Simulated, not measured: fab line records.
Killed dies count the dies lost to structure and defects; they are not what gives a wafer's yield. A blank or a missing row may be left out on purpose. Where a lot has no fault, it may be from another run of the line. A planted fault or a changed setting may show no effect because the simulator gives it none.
fab line records | flow nand-harc
record lots=11 | wafers=33 | last-day=33
route steps=1302 shown A_CONTACT@1092 A_BLC@1121 END@1302
lots with no fault: from the same line, run without faults
start-h: hours from the record's opening day to when the first of the lot's shown wafers began | wait-h: how many hours have passed since the lot's step before this one | " as in the row above | L1.1+2: several wafers, shown together as one row | - no value, or no start given | * or withheld: withheld | < > ~ a bound
route shown NAME@n: names a module that has steps shown in the file, with the first one's number in the route | usual: mean and standard deviation over wafers with no fault | same: alike in all rows | chamber/n: place in a boat | sites: readings site by site | _std_site: standard deviation of those values | _edge_site: inner sites' mean taken away from outer sites' mean | radius-mm: how far each site lies from the wafer's centre | mask NAME#n: copy n | behind: the most recent tool/chamber to have shaped the wafer | hold: what put the lot on hold/how long, in hours/how the hold closed | device: names the non-switching transistor (n, p or np) | end of line: tests of these same wafers at the route's end | a step without rows: its recipe alone | killed: dies that structure and defects cost at the first sort, which is not the same as the wafer's yield | map: per-die view of a wafer (x killed, . not killed, _ where there is no die)
set.NAME: setting as actually run; set.NAME@STEP: the setting as run at that earlier step | model.NAME: the simulator's own value behind a step, which no gauge read
route steps across a sampled set of lots; one table per step, one row per wafer
services: a tool's chamber out of use, with start hour (start-h, from the record's first day; less than 0 if before it), hours out, and reason
## steps
# step NHARC_A_CONTACT_ETCH_92
# recipe target-depth-a=400 | over-etch-frac=0.5 | time-s=85.7 | ion-energy-ev=120 | ch3f-flow-sccm=50 | o2-flow-sccm=30 | ar-flow-sccm=200 | rf-w=500 | bias-w=100 | chemistry=CH3F/O2
# usual bias-w=99.99/0.28 | ch3f-flow-sccm=50.00/0.16 | drypump-motor-current-A=5.6/0.39 | mfc-ar-sccm=200.1/0.63 | oes-product-au=0.95/0.032 | rf-vpp-V=243.8/1.4 | showerhead-plenum-p-Torr=2.41/0.083 | throttle-valve-pct=20.662/0.0083
lot.wafer | tool        | chamber | start-h | wait-h | bias-w | ch3f-flow-sccm | drypump-motor-current-A | mfc-ar-sccm | oes-product-au | rf-hours-counter-h | rf-vpp-V | showerhead-plenum-p-Torr | throttle-valve-pct
L799.3    | rie-diel-04 | 0       | 527.13  | 0.4    | 100.09 | 49.99          | 5.5                     | 200.0       | 0.93           | 30                 | 242.5    | 2.39                     | 20.662
L799.2    | "           | 3       | "       | "      | 99.63  | 49.85          | 5.7                     | 199.5       | 0.93           | 28                 | 243.2    | 2.44                     | 20.659
L799.4    | "           | 0       | "       | "      | 99.59  | 50.28          | 5.5                     | 199.9       | 0.93           | -                  | 244.2    | 2.39                     | 20.670
L800.2    | rie-diel-13 | 2       | 533.58  | 0.5    | 100.08 | 50.07          | 5.6                     | 201.2       | 1.00           | 2                  | 242.7    | 2.35                     | 20.672
L800.1    | "           | 0       | "       | "      | 100.19 | 49.88          | 6.5                     | 199.7       | 1.01           | 2                  | 242.0    | 2.39                     | 20.673
L800.5    | "           | 2       | "       | "      | 100.42 | 50.10          | 5.6                     | 199.8       | 0.99           | -                  | 242.9    | 2.35                     | 20.667
L803.2    | rie-diel-13 | 1       | 555.57  | 0.5    | 99.87  | 50.06          | 4.8                     | 199.9       | 0.92           | 7                  | 243.0    | 2.37                     | 20.649
L803.1    | "           | 3       | "       | "      | 99.96  | 49.97          | 5.2                     | 199.7       | 0.92           | 8                  | 247.2    | 2.63                     | 20.661
L803.5    | "           | 0       | "       | "      | 99.81  | 49.92          | 6.5                     | 200.0       | 0.92           | -                  | 244.2    | 2.39                     | 20.672
L806.1    | rie-diel-13 | 3       | 607.34  | 0.5    | 100.32 | 50.02          | 5.3                     | 199.9       | 0.98           | 29                 | 246.0    | 2.62                     | 20.680
L806.3    | "           | 1       | "       | "      | 100.01 | 49.93          | 4.8                     | 200.1       | 1.01           | 22                 | 243.0    | 2.37                     | 20.659
L806.5    | "           | 0       | "       | "      | 99.40  | 49.97          | 6.5                     | 201.2       | 1.00           | -                  | 244.1    | 2.38                     | 20.678
L811.1    | rie-diel-04 | 3       | 651.25  | 0.5    | 99.79  | 49.99          | 5.7                     | 200.2       | 0.99           | 18                 | 245.0    | 2.43                     | 20.676
L811.6    | "           | 1       | "       | "      | 100.02 | 49.99          | 5.2                     | 201.3       | 0.99           | -                  | 241.6    | 2.32                     | 20.669
L811.5    | "           | 2       | "       | "      | 99.99  | 50.00          | 5.7                     | 200.3       | 1.02           | -                  | 244.4    | 2.42                     | 20.665
L812.4    | rie-diel-04 | 2       | 663.42  | 0.5    | 99.84  | 49.95          | 5.7                     | 200.0       | 0.95           | 19                 | 243.1    | 2.42                     | 20.667
L812.6    | "           | 1       | "       | "      | 99.84  | 50.15          | 5.2                     | 200.2       | 0.92           | -                  | 241.3    | 2.32                     | 20.660
L812.5    | "           | 2       | "       | "      | 100.10 | 50.04          | 5.7                     | 199.9       | 0.95           | -                  | 245.8    | 2.42                     | 20.665
L814.3    | rie-diel-13 | 3       | 666.59  | 0.4    | 99.41  | 49.74          | 5.2                     | 200.2       | 0.93           | 53                 | 245.9    | 2.61                     | 20.670
L814.2    | "           | 1       | "       | "      | 100.06 | 50.06          | 4.8                     | 199.9       | 0.92           | 42                 | 242.6    | 2.36                     | 20.660
L814.6    | "           | 2       | "       | "      | 100.16 | 50.14          | 5.6                     | 199.8       | 0.92           | -                  | 243.3    | 2.33                     | 20.662
L815.3    | rie-diel-04 | 2       | 693.83  | 0.4    | 100.49 | 50.26          | 5.7                     | 198.4       | 0.95           | 23                 | 244.1    | 2.42                     | 20.656
L815.2    | "           | 3       | "       | "      | 100.06 | 50.03          | 5.7                     | 199.7       | 0.94           | 26                 | 243.3    | 2.43                     | 20.650
L815.6    | "           | 1       | "       | "      | 99.92  | 49.93          | 5.2                     | 200.0       | 0.93           | -                  | 244.0    | 2.31                     | 20.656
L818.1    | rie-diel-11 | 1       | 709.35  | 0.5    | 100.12 | 50.13          | 6.3                     | 200.0       | 1.00           | 31                 | 243.6    | 2.40                     | 20.671
L818.3    | "           | 3       | "       | "      | 100.32 | 49.96          | 6.2                     | 201.2       | 0.99           | 32                 | 247.0    | 2.60                     | 20.662
L818.6    | "           | 0       | "       | "      | 100.16 | 50.01          | 6.0                     | 199.6       | 1.00           | -                  | 246.3    | 2.58                     | 20.676
L819.4    | rie-diel-13 | 1       | 731.61  | 0.4    | 99.76  | 49.95          | 4.8                     | 200.0       | 0.92           | 7                  | 243.3    | 2.35                     | 20.662
L819.1    | "           | 2       | "       | "      | 99.79  | 49.91          | 5.6                     | 200.2       | 0.92           | 7                  | 242.6    | 2.33                     | 20.660
L819.5    | "           | 0       | "       | "      | 99.95  | 49.88          | 6.5                     | 199.9       | 0.93           | -                  | 243.2    | 2.36                     | 20.664
L820.1    | rie-diel-04 | 0       | 738.41  | 0.6    | 99.93  | 49.84          | 5.4                     | 199.7       | 0.93           | 2                  | 244.0    | 2.38                     | 20.669
L820.3    | "           | 1       | "       | "      | 100.46 | 49.72          | 5.2                     | 201.1       | 0.91           | 2                  | 244.3    | 2.31                     | 20.655
L820.4    | "           | 2       | "       | "      | 99.95  | 50.21          | 5.7                     | 199.9       | 0.93           | 1                  | 243.6    | 2.42                     | 20.666
# step NHARC_A_CONTACT_CD_MEAS_15
# usual cd-nm=189.9/0.65
lot.wafer | tool      | chamber | start-h | wait-h | cd-nm
L799.2    | cd-sem-01 | -       | 527.39  | -      | 189.8
L799.3    | "         | -       | "       | "      | 189.4
L799.4    | "         | -       | "       | "      | 190.0
L800.1    | cd-sem-03 | -       | 533.80  | -      | 189.6
L800.2    | "         | -       | "       | "      | 190.7
L800.5    | "         | -       | "       | "      | 190.4
L803.1    | cd-sem-03 | -       | 555.77  | -      | 188.7
L803.2    | "         | -       | "       | "      | 188.1
L803.5    | "         | -       | "       | "      | 188.4
L806.1    | cd-sem-03 | -       | 607.56  | -      | 189.9
L806.3    | "         | -       | "       | "      | 189.0
L806.5    | "         | -       | "       | "      | 189.6
L811.1    | cd-sem-02 | -       | 651.44  | -      | 190.6
L811.5    | "         | -       | "       | "      | 190.2
L811.6    | "         | -       | "       | "      | 189.6
L812.4    | cd-sem-02 | -       | 664.08  | -      | 189.9
L812.5    | "         | -       | "       | "      | 190.0
L812.6    | "         | -       | "       | "      | 189.2
L814.2    | cd-sem-02 | -       | 666.79  | -      | 188.9
L814.3    | "         | -       | "       | "      | 188.8
L814.6    | "         | -       | "       | "      | 190.1
L815.2    | cd-sem-02 | -       | 694.04  | -      | 190.0
L815.3    | "         | -       | "       | "      | 189.2
L815.6    | "         | -       | "       | "      | 188.6
L818.1    | cd-sem-01 | -       | 709.55  | -      | 189.4
L818.3    | "         | -       | "       | "      | 190.0
L818.6    | "         | -       | "       | "      | 189.9
L819.1    | cd-sem-03 | -       | 731.80  | -      | 190.9
L819.4    | "         | -       | "       | "      | 190.2
L819.5    | "         | -       | "       | "      | 190.2
L820.1    | cd-sem-03 | -       | 738.62  | -      | 190.0
L820.3    | "         | -       | "       | "      | 189.7
L820.4    | "         | -       | "       | "      | 189.3
# step NHARC_A_CONTACT_STRIP_26
# recipe o2-flow-sccm=500 | ar-flow-sccm=0 | bias-w=0 | chemistry=O2
# usual drypump-motor-current-A=5.6/0.38 | mfc-ar-sccm=0.004/0.0083 | oes-product-au=1.000/0.0096 | rf-vpp-V=57.7/0.86 | showerhead-plenum-p-Torr=3.47/0.11 | throttle-valve-pct=17.037/0.01
lot.wafer | tool        | chamber | start-h | wait-h | drypump-motor-current-A | mfc-ar-sccm | oes-product-au | rf-hours-counter-h | rf-vpp-V | showerhead-plenum-p-Torr | throttle-valve-pct
L799.2    | rie-diel-04 | 0       | -       | -      | 5.5                     | 0           | 0.999          | 30                 | 58.5     | 3.44                     | 17.044
L799.3    | "           | 2       | "       | "      | 5.7                     | 0           | 1.015          | 32                 | 58.7     | 3.49                     | 17.029
L799.4    | "           | 3       | "       | "      | 5.7                     | 0.022       | 1.011          | -                  | 56.3     | 3.50                     | 17.039
L800.2    | rie-diel-11 | 1       | -       | -      | 6.3                     | 0           | 0.992          | 30                 | 58.7     | 3.47                     | 17.039
L800.1    | "           | 3       | "       | "      | 6.2                     | 0           | 0.981          | 34                 | 58.6     | 3.76                     | 17.031
L800.5    | "           | 0       | "       | "      | 6.0                     | 0           | 1.002          | -                  | 58.0     | 3.72                     | 17.033
L803.2    | rie-diel-04 | 2       | -       | -      | 5.7                     | 0           | 1.016          | 2                  | 56.9     | 3.49                     | 17.053
L803.1    | "           | 1       | "       | "      | 5.2                     | 0           | 0.998          | 2                  | 57.5     | 3.34                     | 17.033
L803.5    | "           | 3       | "       | "      | 5.7                     | 0.022       | 0.984          | -                  | 58.2     | 3.50                     | 17.050
L806.1    | rie-diel-04 | 1       | -       | -      | 5.2                     | 0           | 0.991          | 11                 | 57.1     | 3.33                     | 17.043
L806.3    | "           | 0       | "       | "      | 5.5                     | 0           | 0.998          | 11                 | 56.7     | 3.43                     | 17.048
L806.5    | "           | 2       | "       | "      | 5.7                     | 0           | 1.024          | -                  | 57.9     | 3.48                     | 17.040
L811.1    | rie-diel-04 | 0       | -       | -      | 5.5                     | 0           | 0.999          | 16                 | 60.2     | 3.43                     | 17.035
L811.5    | "           | 2       | "       | "      | 5.7                     | 0           | 1.002          | -                  | 57.1     | 3.48                     | 17.036
L811.6    | "           | 3       | "       | "      | 5.7                     | 0.022       | 0.990          | -                  | 57.9     | 3.49                     | 17.035
L812.4    | rie-diel-04 | 3       | -       | -      | 5.7                     | 0.022       | 0.983          | 20                 | 57.6     | 3.49                     | 17.011
L812.5    | "           | 0       | "       | "      | 5.4                     | 0           | 1.001          | -                  | 58.5     | 3.43                     | 17.032
L812.6    | "           | 1       | "       | "      | 5.2                     | 0           | 0.999          | -                  | 57.0     | 3.33                     | 17.023
L814.3    | rie-diel-13 | 1       | -       | -      | 4.8                     | 0           | 0.992          | 42                 | 56.6     | 3.39                     | 17.038
L814.2    | "           | 0       | "       | "      | 6.5                     | 0           | 0.996          | 46                 | 56.7     | 3.41                     | 17.025
L814.6    | "           | 1       | "       | "      | 4.8                     | 0           | 0.992          | -                  | 57.4     | 3.39                     | 17.050
L815.2    | rie-diel-11 | 1       | -       | -      | 6.3                     | 0           | 0.989          | 26                 | 58.2     | 3.44                     | 17.040
L815.3    | "           | 2       | "       | "      | 5.3                     | 0           | 0.999          | 26                 | 57.3     | 3.36                     | 17.030
L815.6    | "           | 0       | "       | "      | 6.0                     | 0           | 1.014          | -                  | 56.8     | 3.70                     | 17.061
L818.3    | rie-diel-11 | 0       | -       | -      | 6.0                     | 0           | 1.009          | 33                 | 57.7     | 3.69                     | 17.045
L818.1    | "           | 2       | "       | "      | 5.3                     | 0           | 1.005          | 32                 | 59.2     | 3.36                     | 17.045
L818.6    | "           | 0       | "       | "      | 6.0                     | 0           | 1.001          | -                  | 58.3     | 3.69                     | 17.030
L819.4    | rie-diel-04 | 2       | -       | -      | 5.7                     | 0           | 1.004          | 1                  | 58.1     | 3.47                     | 17.026
L819.1    | "           | 3       | "       | "      | 5.7                     | 0.022       | 0.996          | 1                  | 58.2     | 3.49                     | 17.023
L819.5    | "           | 2       | "       | "      | 5.7                     | 0           | 1.000          | -                  | 57.7     | 3.47                     | 17.030
L820.1    | rie-diel-04 | 1       | -       | -      | 5.2                     | 0           | 0.987          | 2                  | 58.2     | 3.32                     | 17.033
L820.3    | "           | 3       | "       | "      | 5.7                     | 0.022       | 1.004          | 1                  | 57.0     | 3.49                     | 17.033
L820.4    | "           | 0       | "       | "      | 5.5                     | 0           | 1.004          | 2                  | 58.1     | 3.42                     | 17.036
# step NHARC_A_BLC_ETCH_16
# recipe target-depth-a=390 | over-etch-frac=0.3 | time-s=65 | ion-energy-ev=80 | cf4-flow-sccm=150 | ar-flow-sccm=0 | rf-w=300 | bias-w=100 | chemistry=CF4
# usual bias-w=100.00/0.28 | cf4-flow-sccm=150.0/0.44 | drypump-motor-current-A=5.7/0.49 | mfc-ar-sccm=0.010/0.013 | oes-product-au=0.996/0.01 | rf-vpp-V=151.4/1.3 | showerhead-plenum-p-Torr=1.78/0.08 | throttle-valve-pct=13.286/0.0083
lot.wafer | tool        | chamber | start-h | wait-h | bias-w | cf4-flow-sccm | drypump-motor-current-A | mfc-ar-sccm | oes-product-au | rf-hours-counter-h | rf-vpp-V | showerhead-plenum-p-Torr | throttle-valve-pct
L799.2    | rie-diel-07 | 1       | 530.72  | 0.1    | 100.21 | 150.4         | 6.4                     | 0.002       | 1.006          | 5                  | 151.2    | 1.79                     | 13.299
L799.4    | "           | 3       | "       | "      | 100.04 | 150.5         | 5.2                     | 0.024       | 1.012          | 3                  | 149.6    | 1.72                     | 13.289
L799.3    | "           | 0       | "       | "      | 100.35 | 151.1         | 5.4                     | 0           | 1.005          | 4                  | 150.0    | 1.67                     | 13.288
L800.2    | rie-diel-06 | 0       | 537.85  | 0.1    | 100.09 | 149.7         | 6.0                     | 0           | 0.995          | 2                  | 152.9    | 1.88                     | 13.282
L800.1    | "           | 3       | "       | "      | 99.82  | 149.9         | 5.8                     | 0           | 0.990          | 2                  | 152.6    | 1.89                     | 13.283
L800.5    | "           | 1       | "       | "      | 100.16 | 151.1         | 4.9                     | 0.018       | 1.004          | -                  | 150.8    | 1.69                     | 13.277
L803.1    | rie-diel-06 | 0       | 558.99  | 0.1    | 99.84  | 150.1         | 5.9                     | 0           | 0.995          | 3                  | 152.8    | 1.88                     | 13.277
L803.2    | "           | 1       | "       | "      | 100.46 | 149.8         | 4.9                     | 0.018       | 1.010          | 3                  | 151.3    | 1.69                     | 13.286
L803.5    | "           | 2       | "       | "      | 99.90  | 150.6         | 5.7                     | 0.035       | 0.971          | -                  | 152.0    | 1.79                     | 13.288
L806.3    | rie-diel-06 | 0       | 610.78  | 0.1    | 100.04 | 149.4         | 5.9                     | 0           | 1.000          | 8                  | 152.9    | 1.88                     | 13.295
L806.1    | "           | 2       | "       | "      | 99.55  | 149.4         | 5.7                     | 0.035       | 0.992          | 7                  | 152.1    | 1.79                     | 13.285
L806.5    | "           | 3       | "       | "      | 99.93  | 149.9         | 5.8                     | 0           | 0.994          | -                  | 152.2    | 1.89                     | 13.291
L811.1    | rie-diel-06 | 1       | 654.71  | 0.1    | -      | -             | -                       | -           | -              | -                  | -        | -                        | -
L811.6    | "           | 3       | "       | "      | -      | -             | -                       | -           | -              | -                  | -        | -                        | -
L811.5    | "           | 0       | "       | "      | -      | -             | -                       | -           | -              | -                  | -        | -                        | -
L812.4    | rie-diel-03 | 1       | 667.36  | 0.1    | -      | -             | -                       | -           | -              | -                  | -        | -                        | -
L812.5    | "           | 1       | "       | "      | -      | -             | -                       | -           | -              | -                  | -        | -                        | -
L812.6    | "           | 2       | "       | "      | -      | -             | -                       | -           | -              | -                  | -        | -                        | -
L814.2    | rie-diel-07 | 1       | 669.99  | 0.1    | -      | -             | -                       | -           | -              | -                  | -        | -                        | -
L814.3    | "           | 2       | "       | "      | -      | -             | -                       | -           | -              | -                  | -        | -                        | -
L814.6    | "           | 1       | "       | "      | -      | -             | -                       | -           | -              | -                  | -        | -                        | -
L815.3    | rie-diel-07 | 1       | 698.02  | 0.1    | 99.89  | 149.7         | 6.4                     | 0.002       | 1.017          | 5                  | 152.8    | 1.79                     | 13.277
L815.2    | "           | 0       | "       | "      | 100.39 | 150.1         | 5.4                     | 0           | 1.000          | 4                  | 151.1    | 1.67                     | 13.274
L815.6    | "           | 2       | "       | "      | 100.21 | 149.3         | 6.4                     | 0.000       | 0.998          | -                  | 150.6    | 1.72                     | 13.286
L818.3    | rie-diel-03 | 2       | 712.85  | 0.1    | 100.11 | 150.0         | 5.8                     | 0           | 0.976          | 22                 | 150.7    | 1.77                     | 13.283
L818.1    | "           | 0       | "       | "      | 99.81  | 149.3         | 5.4                     | 0           | 1.020          | 24                 | 148.9    | 1.68                     | 13.284
L818.6    | "           | 1       | "       | "      | 100.22 | 150.4         | 4.7                     | 0.021       | 0.996          | -                  | 153.1    | 1.90                     | 13.280
L819.1    | rie-diel-07 | 2       | 735.03  | 0.1    | 99.79  | 150.2         | 6.3                     | 0.000       | 1.002          | 7                  | 150.6    | 1.72                     | 13.286
L819.4    | "           | 0       | "       | "      | 100.01 | 150.3         | 5.4                     | 0           | 1.004          | 6                  | 150.1    | 1.67                     | 13.288
L819.5    | "           | 2       | "       | "      | 100.19 | 150.1         | 6.3                     | 0.000       | 1.011          | -                  | 150.5    | 1.72                     | 13.277
L820.4    | rie-diel-07 | 3       | 741.93  | 0.1    | 100.19 | 149.8         | 5.2                     | 0.024       | 1.002          | 8                  | 151.3    | 1.72                     | 13.291
L820.3    | "           | 1       | "       | "      | 99.80  | 149.6         | 6.4                     | 0.002       | 1.008          | 9                  | 152.1    | 1.79                     | 13.288
L820.1    | "           | 2       | "       | "      | 100.29 | 150.1         | 6.3                     | 0.000       | 1.002          | 8                  | 151.3    | 1.72                     | 13.299
# step NHARC_END_SORT_01
# recipe temp-c=25
# usual killed-at-array=55/20 | killed-at-other=0.7/0.96 | killed-at-periphery=4.1/2.4 | killed-dies=60/20 | killed-open=3.3/1.9 | killed-short=2.8/1.6
# same gross-dies=677
lot.wafer | tool      | chamber | start-h | wait-h | killed-at-array | killed-at-other | killed-at-periphery | killed-dies | killed-open | killed-short
L811.1    | prober-01 | 0       | 697.90  | 2.5    | 669             | 4               | 4                   | 677         | 4           | 1
L811.5    | prober-01 | 0       | 701.13  | 3.7    | 671             | 1               | 5                   | 677         | 1           | 2
L811.6    | prober-01 | 0       | 701.93  | 4.0    | 673             | 0               | 4                   | 677         | 5           | 3
L814.2    | prober-01 | 0       | 714.26  | 2.8    | 674             | 2               | 1                   | 677         | 1           | 0
L814.3    | prober-01 | 0       | 715.06  | 3.1    | 674             | 2               | 1                   | 677         | 6           | 3
L814.6    | prober-01 | 0       | 717.47  | 4.0    | 675             | 0               | 2                   | 677         | 4           | 3
L812.4    | prober-02 | 0       | 715.88  | 3.4    | 672             | 0               | 5                   | 677         | 6           | 4
L812.5    | prober-02 | 0       | 716.68  | 3.7    | 673             | 0               | 4                   | 677         | 7           | 4
L812.6    | prober-02 | 0       | 717.49  | 4.0    | 671             | 2               | 4                   | 677         | 6           | 1
# killed by level:class
L811.1 A_BLC:area-etch=626 A_SLIT:chamber-film-flake=24 A_WL_FILL:chamber-film-flake=4 THIN_TSV:chamber-film-flake=4 A_STAIRCASE:chamber-film-flake=3 A_CONTACT:chamber-film-flake=3 P_BONDPAD:chamber-film-flake=2 A_CHANNEL_HOLE_D1:chamber-film-flake=2
L811.5 A_BLC:area-etch=621 A_SLIT:chamber-film-flake=30 A_CONTACT:chamber-film-flake=4 A_STAIRCASE:chamber-film-flake=3 A_SGD_CUT:chamber-film-flake=3 P_GATE:geometric-particle:short=2 P_BONDPAD:chamber-film-flake=2 A_CHANNEL_HOLE_D1:chamber-film-flake=2
L811.6 A_BLC:area-etch=624 A_SLIT:chamber-film-flake=27 A_CHANNEL_HOLE_D1:chamber-film-flake=9 P_M0:geometric-particle:open=3 A_STAIRCASE:chamber-film-flake=3 A_CONTACT:chamber-film-flake=3 A_WL_FILL:chamber-film-flake=2 A_ONON_D1:geometric-particle:short=1
L814.2 A_BLC:area-etch=585 A_SLIT:chamber-film-flake=32 A_CHANNEL_HOLE_D1:chamber-film-flake=29 A_CHANNEL_HOLE_D2:chamber-film-flake=19 A_CONTACT:chamber-film-flake=4 A_STAIRCASE:chamber-film-flake=2 A_BLC:chamber-film-flake=2 THIN_TSV:chamber-film-flake=2
L814.3 A_BLC:area-etch=588 A_CHANNEL_HOLE_D1:chamber-film-flake=28 A_SLIT:chamber-film-flake=27 A_CHANNEL_HOLE_D2:chamber-film-flake=18 A_CONTACT:chamber-film-flake=3 A_BLC:geometric-particle:open=2 A_CHANNEL_HOLE_D1:geometric-particle:short=1 A_DECK1_JOINT:geometric-particle:short=1
L812.4 A_BLC:area-etch=604 A_CHANNEL_HOLE_D1:chamber-film-flake=35 A_CHANNEL_HOLE_D2:chamber-film-flake=17 A_SLIT:chamber-film-flake=4 A_CHANNEL_FILL_D2:geometric-particle:short=3 P_GATE:chamber-film-flake=3 A_CHANNEL_FILL_D1:geometric-particle:open=2 A_M0:geometric-particle:open=2
L812.5 A_BLC:area-etch=614 A_CHANNEL_HOLE_D1:chamber-film-flake=24 A_CHANNEL_HOLE_D2:chamber-film-flake=17 A_DECK1_JOINT:chamber-film-flake=4 A_STAIRCASE:chamber-film-flake=3 A_ONON_D1:geometric-particle:open=2 A_ONON_D1:geometric-particle:short=2 A_M0:geometric-particle:open=2
L814.6 A_BLC:area-etch=593 A_CHANNEL_HOLE_D1:chamber-film-flake=30 A_SLIT:chamber-film-flake=27 A_CHANNEL_HOLE_D2:chamber-film-flake=12 A_CONTACT:chamber-film-flake=3 A_BLC:geometric-particle:open=2 A_CHANNEL_HOLE_D1:geometric-particle:short=1 A_ONON_D2:geometric-particle:short=1
L812.6 A_BLC:area-etch=610 A_CHANNEL_HOLE_D1:chamber-film-flake=32 A_CHANNEL_HOLE_D2:chamber-film-flake=16 A_DECK1_JOINT:chamber-film-flake=3 A_STAIRCASE:chamber-film-flake=3 STARTING-WAFER:geometric-particle:open=2 A_SLIT:chamber-film-flake=2 A_CONTACT:chamber-film-flake=2
## services
tool        | chamber | start-h | hours | kind
rie-diel-04 | -       | 516.83  | 0.2   | repair
rie-diel-13 | -       | 520.02  | 9.0   | pm
rie-diel-07 | 3       | 524.02  | 6.2   | repair
rie-diel-04 | -       | 532.07  | 9.0   | pm
rie-diel-11 | 0       | 544.89  | 2.9   | repair
rie-diel-04 | 0       | 592.26  | 5.9   | repair
rie-diel-04 | -       | 606.46  | 0.9   | repair
rie-diel-06 | 1       | 609.44  | 2.8   | repair
rie-diel-11 | -       | 609.72  | 9.0   | pm
rie-diel-06 | 3       | 634.62  | 7.7   | repair
rie-diel-06 | 2       | 636.69  | 6.9   | repair
rie-diel-13 | 2       | 637.12  | 12.7  | repair
rie-diel-07 | -       | 649.24  | 9.0   | pm
rie-diel-11 | 1       | 656.74  | 4.0   | repair
rie-diel-06 | 3       | 658.72  | 21.6  | repair
rie-diel-06 | -       | 661.23  | 9.0   | pm
rie-diel-13 | -       | 697.13  | 9.0   | pm
rie-diel-07 | 2       | 707.56  | 5.1   | repair
rie-diel-04 | -       | 709.19  | 9.0   | pm
rie-diel-07 | 0       | 723.26  | 7.1   | repair
rie-diel-11 | 3       | 724.71  | 9.8   | repair
rie-diel-07 | 3       | 727.41  | 4.6   | repair
rie-diel-11 | 2       | 735.21  | 6.5   | repair
rie-diel-04 | -       | 739.98  | 1.1   | repair
## key
first-sign step=NHARC_A_BLC_ETCH_16 | reading=tool-record | direction=missing
effect step=NHARC_END_SORT_01 | reading=killed-dies | direction=up | sigmas=31 | usual=60 | struck=677
more-kills-born-at NHARC_A_BLC_ETCH_16@rie-diel-06=1871 | NHARC_A_BLC_ETCH_16@rie-diel-03=1828 | NHARC_A_BLC_ETCH_16@rie-diel-07=1766
met-at NHARC_A_BLC_ETCH_16
struck-lots L811,L812,L814
later-rows-left-out L811.1,L811.5,L811.6,L812.4,L812.5,L812.6,L814.2,L814.3,L814.6
tester-left-out L811,L812,L814
not-acting-at NHARC_A_CONTACT_ETCH_92,NHARC_A_CONTACT_CD_MEAS_15,NHARC_A_CONTACT_STRIP_26
onset-between 610.78 654.71
fault kind=skipped-step-whole | tool=rie-diel-03,rie-diel-06,rie-diel-07 | chamber=- | onset-h=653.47 | steps=NHARC_A_BLC_ETCH_16 | scope=struck-lots-only
# tester-left-out: of these lots the tester's yield and bins aren't shown, on N5 and GAA mostly nor the transistor test; their killed dies are dies lost to structure and defects alone, not to doping, threshold or leakage, so they don't give the yield
# later-rows-left-out: the simulator's readings of these wafers behind a module that went badly wrong aren't trusted and aren't shown, but for the sort
